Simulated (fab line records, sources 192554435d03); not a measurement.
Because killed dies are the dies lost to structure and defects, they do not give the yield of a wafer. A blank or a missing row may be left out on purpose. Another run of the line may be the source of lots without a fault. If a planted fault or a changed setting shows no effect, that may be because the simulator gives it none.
fab line records / flow n5_finfet
record lots=4 wafers=12 last_day=18
route steps=1938 shown PMOS_HMC_CHANNEL_EPI@62 FIN_SAQP@90
lots that met no fault: taken from a fault-free run of the same line
start_h: the number of hours between the record's first day and the start of the first shown wafer of the lot / wait_h: hours since the lot's step before / " repeats the value in the row above / L1.1+2: several wafers, shown together as one row / - no value, or no start given / * or withheld: withheld / < > ~ a bound
route shown NAME@n: NAME is a module with steps in the file, n the number in the route of the first one / usual: mean and standard deviation over wafers with no fault / same: alike in all rows / chamber/n: place in a boat / sites: the reading at each site / _std_site: standard deviation of those values / _edge_site: inner sites' mean taken away from outer sites' mean / radius_mm: how far each site lies from the wafer's centre / mask NAME#n: copy n / behind: the last tool/chamber to shape the wafer / hold: reason for holding the lot/hours on hold/outcome of the hold / device: which transistor (n, p or np) failed to switch / end of line: the route-end tests of the same wafers / a step with no rows: only its recipe / killed: dies lost to structure and defects at the first sort, not the wafer's yield / map: the dies of a wafer, with x for killed, . for not killed, _ for no die there
set.NAME: the setting that was run; set.NAME@STEP: the one run at that earlier step / model.NAME: the simulator's own value behind a step, which no gauge read
certain route steps with their lots: each step a table, each wafer a row
services: the hour from which a tool's chamber was out of use, counted from the record's first day as start_h (under 0 if before that day), plus the number of hours and why
## steps
# step N5_PMOS_HMC_CHANNEL_EPI_EXPOSE_06
# recipe mask_id=PMOS_HMC_BLK na=1.35 source_shape=conventional sigma_outer=0.8 polarization=unpolarized target_cd_nm=240 dose_mj=41
# step N5_PMOS_HMC_CHANNEL_EPI_PEB_07
# recipe peb_temp_c=110 peb_time_s=60 resist=CAR-ArF-block
# step N5_PMOS_HMC_CHANNEL_EPI_DEVELOP_08
# recipe develop_time_s=30 developer=TMAH resist=CAR-ArF-block dev_temp_c=23 rinse_liquid=diw dry=air_spin
# step N5_PMOS_HMC_CHANNEL_EPI_DESCUM_14
# recipe chemistry=O2 time_s=7.9 source_power_w=50 bias_power_w=20 pressure_mtorr=20 rf_frequency_hz=2.712e+07 temp_c=40 resist=CAR-ArF-block o2_flow_sccm=225
# step N5_PMOS_HMC_CHANNEL_EPI_ETCH_32
# recipe chemistry=N2/H2 target=BARC stop_on=SiO2 target_depth_a=858 over_etch_frac=0.3 time_s=50.3 ion_energy_ev=200 mask_material=CAR-ArF-block pressure_mtorr=30 source_w=840 bias_w=150 n2_flow_sccm=200 h2_flow_sccm=200
# step N5_PMOS_HMC_CHANNEL_EPI_HM_OPEN_15
# recipe chemistry=CHF3/O2 target=SiO2 mask_material=CAR-ArF-block target_depth_a=406 CHF3_flow_sccm=50 O2_flow_sccm=5 Ar_flow_sccm=200 time_s=20.3 pressure_mtorr=30 source_w=650 bias_w=170 ion_energy_ev=200
# step N5_PMOS_HMC_CHANNEL_EPI_STRIP_33
# recipe chemistry=N2/H2 power_w=500 temp_c=40 pressure_mtorr=50 rf_frequency_hz=6e+07 overash_fraction=0.3 bias_power_w=8 h2_frac=0.5 n2_flow_sccm=300 h2_flow_sccm=300
# step N5_PMOS_HMC_CHANNEL_EPI_STRIP_17
# recipe chemistry=SPM time_s=750 temp_c=130 h2so4_h2o2_vol_ratio=4 dry=ipa_marangoni
# step N5_PMOS_HMC_CHANNEL_EPI_ETCH_38
# recipe chemistry=CF4 target=SiO2 target_depth_a=15 ion_energy_ev=350 pressure_mtorr=10 icp_w=800 bias_w=400 cf4_flow_sccm=80
# step N5_PMOS_HMC_CHANNEL_EPI_FIN_RECESS_16
# recipe chemistry=HBr/Cl2 target=Si mask_material=SiO2 target_depth_a=540 time_s=18 pressure_mtorr=10 icp_w=800 bias_w=75 HBr_flow_sccm=150 Cl2_flow_sccm=80
# usual HBr_flow_sccm=150.0/0.45 bias_w=75.00/0.24 drypump_motor_current_A=5.9/0.35 oes_product_au=0.999/0.016 throttle_valve_pct=35.4/0.35 time_s=18/0
lot.wafer=L534.1 tool=rie_si-04 chamber=3 start_h=113.75 wait_h=0.0 HBr_flow_sccm=- bias_w=- drypump_motor_current_A=- oes_product_au=- rf_hours_counter_h=- throttle_valve_pct=- time_s=- model.SiO2_of_PMOS_HMC_CHANNEL_EPI_HM_DEP_34.thk_nm=32.52
lot.wafer=L534.2 tool=rie_si-04 chamber=0 start_h=113.75 wait_h=0.0 HBr_flow_sccm=- bias_w=- drypump_motor_current_A=- oes_product_au=- rf_hours_counter_h=- throttle_valve_pct=- time_s=- model.SiO2_of_PMOS_HMC_CHANNEL_EPI_HM_DEP_34.thk_nm=32.71
lot.wafer=L534.5 tool=rie_si-04 chamber=3 start_h=113.75 wait_h=0.0 HBr_flow_sccm=- bias_w=- drypump_motor_current_A=- oes_product_au=- rf_hours_counter_h=- throttle_valve_pct=- time_s=- model.SiO2_of_PMOS_HMC_CHANNEL_EPI_HM_DEP_34.thk_nm=33.39
lot.wafer=L535.1 tool=rie_si-05 chamber=0 start_h=119.66 wait_h=0.0 HBr_flow_sccm=- bias_w=- drypump_motor_current_A=- oes_product_au=- rf_hours_counter_h=- throttle_valve_pct=- time_s=- model.SiO2_of_PMOS_HMC_CHANNEL_EPI_HM_DEP_34.thk_nm=33.15
lot.wafer=L535.4 tool=rie_si-05 chamber=2 start_h=119.66 wait_h=0.0 HBr_flow_sccm=- bias_w=- drypump_motor_current_A=- oes_product_au=- rf_hours_counter_h=- throttle_valve_pct=- time_s=- model.SiO2_of_PMOS_HMC_CHANNEL_EPI_HM_DEP_34.thk_nm=33.52
lot.wafer=L535.6 tool=rie_si-05 chamber=0 start_h=119.66 wait_h=0.0 HBr_flow_sccm=- bias_w=- drypump_motor_current_A=- oes_product_au=- rf_hours_counter_h=- throttle_valve_pct=- time_s=- model.SiO2_of_PMOS_HMC_CHANNEL_EPI_HM_DEP_34.thk_nm=33.38
lot.wafer=L537.1 tool=rie_si-05 chamber=0 start_h=132.07 wait_h=0.0 HBr_flow_sccm=149.7 bias_w=74.89 drypump_motor_current_A=5.3 oes_product_au=0.997 rf_hours_counter_h=4 throttle_valve_pct=35.5 time_s=18 model.SiO2_of_PMOS_HMC_CHANNEL_EPI_HM_DEP_34.thk_nm=29.06
lot.wafer=L537.2 tool=rie_si-05 chamber=1 start_h=132.07 wait_h=0.0 HBr_flow_sccm=150.7 bias_w=75.05 drypump_motor_current_A=6.1 oes_product_au=1.000 rf_hours_counter_h=118 throttle_valve_pct=35.4 time_s=18 model.SiO2_of_PMOS_HMC_CHANNEL_EPI_HM_DEP_34.thk_nm=29.06
lot.wafer=L537.4 tool=rie_si-05 chamber=2 start_h=132.07 wait_h=0.0 HBr_flow_sccm=150.4 bias_w=74.51 drypump_motor_current_A=6.4 oes_product_au=1.006 rf_hours_counter_h=92 throttle_valve_pct=35.4 time_s=18 model.SiO2_of_PMOS_HMC_CHANNEL_EPI_HM_DEP_34.thk_nm=29.18
lot.wafer=L539.1 tool=rie_si-06 chamber=3 start_h=143.99 wait_h=0.0 HBr_flow_sccm=149.8 bias_w=75.38 drypump_motor_current_A=6.3 oes_product_au=0.989 rf_hours_counter_h=126 throttle_valve_pct=35.1 time_s=18 model.SiO2_of_PMOS_HMC_CHANNEL_EPI_HM_DEP_34.thk_nm=30.17
lot.wafer=L539.3 tool=rie_si-06 chamber=1 start_h=143.99 wait_h=0.0 HBr_flow_sccm=150.7 bias_w=74.72 drypump_motor_current_A=6.2 oes_product_au=1.030 rf_hours_counter_h=194 throttle_valve_pct=35.3 time_s=18 model.SiO2_of_PMOS_HMC_CHANNEL_EPI_HM_DEP_34.thk_nm=29.73
lot.wafer=L539.4 tool=rie_si-06 chamber=2 start_h=143.99 wait_h=0.0 HBr_flow_sccm=150.9 bias_w=75.00 drypump_motor_current_A=6.1 oes_product_au=0.992 rf_hours_counter_h=11 throttle_valve_pct=34.6 time_s=18 model.SiO2_of_PMOS_HMC_CHANNEL_EPI_HM_DEP_34.thk_nm=30.76
# step N5_PMOS_HMC_CHANNEL_EPI_PRECLEAN_36
# recipe chemistry=O3/DIW time_s=45 temp_c=22 o3_ppm=10
# step N5_PMOS_HMC_CHANNEL_EPI_PRECLEAN_18
# recipe chemistry=DHF time_s=30 temp_c=25 dilution=withheld
# same time_s=30
lot.wafer=L534.1 tool=wet_bench-05 chamber=4 start_h=113.87 wait_h=0.0 model.SiO2_of_PMOS_HMC_CHANNEL_EPI_HM_DEP_34.thk_nm=26.9
lot.wafer=L534.2 tool=wet_bench-05 chamber=0 start_h=113.87 wait_h=0.0 model.SiO2_of_PMOS_HMC_CHANNEL_EPI_HM_DEP_34.thk_nm=27.09
lot.wafer=L534.5 tool=wet_bench-05 chamber=7 start_h=113.87 wait_h=0.0 model.SiO2_of_PMOS_HMC_CHANNEL_EPI_HM_DEP_34.thk_nm=27.76
lot.wafer=L535.1 tool=wet_bench-03 chamber=4 start_h=119.78 wait_h=0.0 model.SiO2_of_PMOS_HMC_CHANNEL_EPI_HM_DEP_34.thk_nm=27.62
lot.wafer=L535.4 tool=wet_bench-03 chamber=0 start_h=119.78 wait_h=0.0 model.SiO2_of_PMOS_HMC_CHANNEL_EPI_HM_DEP_34.thk_nm=27.97
lot.wafer=L535.6 tool=wet_bench-03 chamber=5 start_h=119.78 wait_h=0.0 model.SiO2_of_PMOS_HMC_CHANNEL_EPI_HM_DEP_34.thk_nm=27.85
lot.wafer=L537.1+2 tool=wet_bench-05 chamber=3,2 start_h=132.19 wait_h=0.0 model.SiO2_of_PMOS_HMC_CHANNEL_EPI_HM_DEP_34.thk_nm=23.34
lot.wafer=L537.4 tool=wet_bench-05 chamber=1 start_h=132.19 wait_h=0.0 model.SiO2_of_PMOS_HMC_CHANNEL_EPI_HM_DEP_34.thk_nm=23.47
lot.wafer=L539.1 tool=wet_bench-04 chamber=3 start_h=144.11 wait_h=0.0 model.SiO2_of_PMOS_HMC_CHANNEL_EPI_HM_DEP_34.thk_nm=24.63
lot.wafer=L539.3 tool=wet_bench-04 chamber=6 start_h=144.11 wait_h=0.0 model.SiO2_of_PMOS_HMC_CHANNEL_EPI_HM_DEP_34.thk_nm=24.22
lot.wafer=L539.4 tool=wet_bench-04 chamber=7 start_h=144.11 wait_h=0.0 model.SiO2_of_PMOS_HMC_CHANNEL_EPI_HM_DEP_34.thk_nm=25.19
# step N5_PMOS_HMC_CHANNEL_EPI_SRD_19
# recipe dry=ipa_marangoni do_ppb=5 time_s=30 temp_c=23 rinse_liquid=diw
# step N5_PMOS_HMC_CHANNEL_EPI_EPI_20
# recipe material=SiGe30 mask_material=SiO2 pressure_torr=20 target_thk_a=590 temp_c=600
# step N5_PMOS_HMC_CHANNEL_EPI_HM_STRIP_35
# recipe chemistry=dHF temp_c=25 material=SiO2 target=SiO2 target_depth_a=396 time_s=216
# step N5_PMOS_HMC_CHANNEL_EPI_SRD_39
# recipe dry=ipa_marangoni time_s=30 temp_c=23 rinse_liquid=diw
# step N5_PMOS_HMC_CHANNEL_EPI_CMP_21
# recipe material=SiGe30 post_cmp_clean=alkaline_brush target_thk_nm=54
# step N5_PMOS_HMC_CHANNEL_EPI_PRECLEAN_40
# recipe chemistry=DHF time_s=30 temp_c=25 dilution=withheld
# step N5_PMOS_HMC_CHANNEL_EPI_PRECLEAN_37
# recipe chemistry=O3/DIW time_s=45 temp_c=22 o3_ppm=10
# step N5_PMOS_HMC_CHANNEL_EPI_PRECLEAN_24
# recipe chemistry=DHF time_s=30 temp_c=25 dilution=withheld
# step N5_PMOS_HMC_CHANNEL_EPI_SRD_25
# recipe dry=ipa_marangoni do_ppb=5 time_s=30 temp_c=23 rinse_liquid=diw
# step N5_PMOS_HMC_CHANNEL_EPI_EPI_26
# recipe material=Si target_thk_a=38 temp_c=650 precursor=SiH4/H2 pressure_torr=20 time_s=22.7
# step N5_FIN_SAQP_PRECLEAN_42
# recipe chemistry=O3/DIW time_s=60 temp_c=22 o3_ppm=10
# step N5_FIN_SAQP_PRECLEAN_00
# recipe chemistry=SC1 time_s=60 temp_c=55 mix=1:2:50
# step N5_FIN_SAQP_PRECLEAN_44
# recipe chemistry=SC2 time_s=45 temp_c=35 mix=1:1:50
# step N5_FIN_SAQP_SRD_01
# recipe dry=ipa_marangoni time_s=30 temp_c=23 rinse_liquid=diw
# step N5_FIN_SAQP_ALD_61
# recipe material=SiO2 target_thk_a=40 temp_c=300 ald_precursor_family=BDEAS ald_co_reactant=O2-plasma pulse_time_s=1 purge_time_s=2 co_reactant_purge_time_s=2 ald_cycles=43 pressure_torr=2
# step N5_FIN_SAQP_DENSIFY_62
# recipe temp_c=700 time_s=60 ambient=N2 idle_temp_c=600 ramp_up_c_per_s=150 ramp_down_c_per_s=60 cool_to_c=600
# step N5_FIN_SAQP_HM_DEP_03
# recipe material=SiNx target_thk_a=380 temp_c=400 precursor=SiH4/NH3/N2 pressure_torr=1.5 rf_w=300 time_s=33.6
# step N5_FIN_SAQP_PECVD_47
# recipe material=a-Si target_thk_a=450 temp_c=400 precursor=SiH4/He pressure_torr=3 rf_w=100 time_s=36.3
# step N5_FIN_SAQP_PECVD_48
# recipe material=SiNx target_thk_a=250 temp_c=400 precursor=SiH4/NH3/N2 pressure_torr=1.5 rf_w=300 time_s=22.1
# step N5_FIN_SAQP_PECVD_06
# recipe material=a-Si target_thk_a=600 temp_c=400 precursor=SiH4/He pressure_torr=3 rf_w=100 time_s=48.1
# step N5_FIN_SAQP_HM_DEP_72
# recipe material=SiO2 target_thk_a=120 temp_c=400 precursor=SiH4/N2O pressure_torr=0.75 rf_w=275 time_s=7.2
# step N5_FIN_SAQP_COAT_49
# recipe resist=SOC temp_c=250 time_s=60 spin_rpm=1500 resist_thk_nm=100
# step N5_FIN_SAQP_OVL_MEAS_17
# recipe points_per_wafer=44
# usual FIN_CORE_OVL=-0.1/0.79
lot.wafer=L534.1 tool=overlay-01 chamber=0 start_h=117.27 wait_h=0.0 FIN_CORE_OVL[nm]=-
lot.wafer=L534.2 tool=overlay-01 chamber=0 start_h=117.27 wait_h=0.0 FIN_CORE_OVL[nm]=-
lot.wafer=L534.5 tool=overlay-01 chamber=0 start_h=117.27 wait_h=0.0 FIN_CORE_OVL[nm]=-
lot.wafer=L535.1 tool=overlay-01 chamber=0 start_h=124.12 wait_h=0.0 FIN_CORE_OVL[nm]=-
lot.wafer=L535.4 tool=overlay-01 chamber=0 start_h=124.12 wait_h=0.0 FIN_CORE_OVL[nm]=-
lot.wafer=L535.6 tool=overlay-01 chamber=0 start_h=124.12 wait_h=0.0 FIN_CORE_OVL[nm]=-
lot.wafer=L537.1 tool=overlay-01 chamber=0 start_h=135.73 wait_h=0.0 FIN_CORE_OVL[nm]=-0.6
lot.wafer=L537.2 tool=overlay-01 chamber=0 start_h=135.73 wait_h=0.0 FIN_CORE_OVL[nm]=0.3
lot.wafer=L537.4 tool=overlay-01 chamber=0 start_h=135.73 wait_h=0.0 FIN_CORE_OVL[nm]=1.9
lot.wafer=L539.1 tool=overlay-01 chamber=0 start_h=148.08 wait_h=0.0 FIN_CORE_OVL[nm]=-0.1
lot.wafer=L539.3 tool=overlay-01 chamber=0 start_h=148.08 wait_h=0.0 FIN_CORE_OVL[nm]=-0.1
lot.wafer=L539.4 tool=overlay-01 chamber=0 start_h=148.08 wait_h=0.0 FIN_CORE_OVL[nm]=-0.5
## services
tool=rie_si-04 chamber=1 start_h=91.15 hours=37.1 kind=repair
tool=wet_bench-05 chamber=- start_h=140.61 hours=2.7 kind=repair
## key
first_sign step=N5_PMOS_HMC_CHANNEL_EPI_FIN_RECESS_16 reading=tool_record direction=missing
effect step=N5_FIN_SAQP_OVL_MEAS_17 reading=FIN_CORE_OVL direction=missing
model_effect step=N5_PMOS_HMC_CHANNEL_EPI_FIN_RECESS_16 value=SiO2_of_PMOS_HMC_CHANNEL_EPI_HM_DEP_34.thk_nm without=28.9 struck=33.11
model_effect step=N5_PMOS_HMC_CHANNEL_EPI_PRECLEAN_18 value=SiO2_of_PMOS_HMC_CHANNEL_EPI_HM_DEP_34.thk_nm without=23.32 struck=27.53
met_at N5_PMOS_HMC_CHANNEL_EPI_FIN_RECESS_16
struck_wafers L534.1,L534.2,L534.5,L535.1,L535.4,L535.6
tester_left_out L534,L535
fault kind=skipped_step_whole tool=rie_si-04,rie_si-05 chamber=- onset_h=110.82 steps=N5_PMOS_HMC_CHANNEL_EPI_FIN_RECESS_16 scope=struck_lots_only
# tester_left_out: of these lots the tester's yield and bins aren't shown, on N5 and GAA mostly nor the transistor test; their killed dies are dies lost to structure and defects alone, not to doping, threshold or leakage, so they don't give the yield
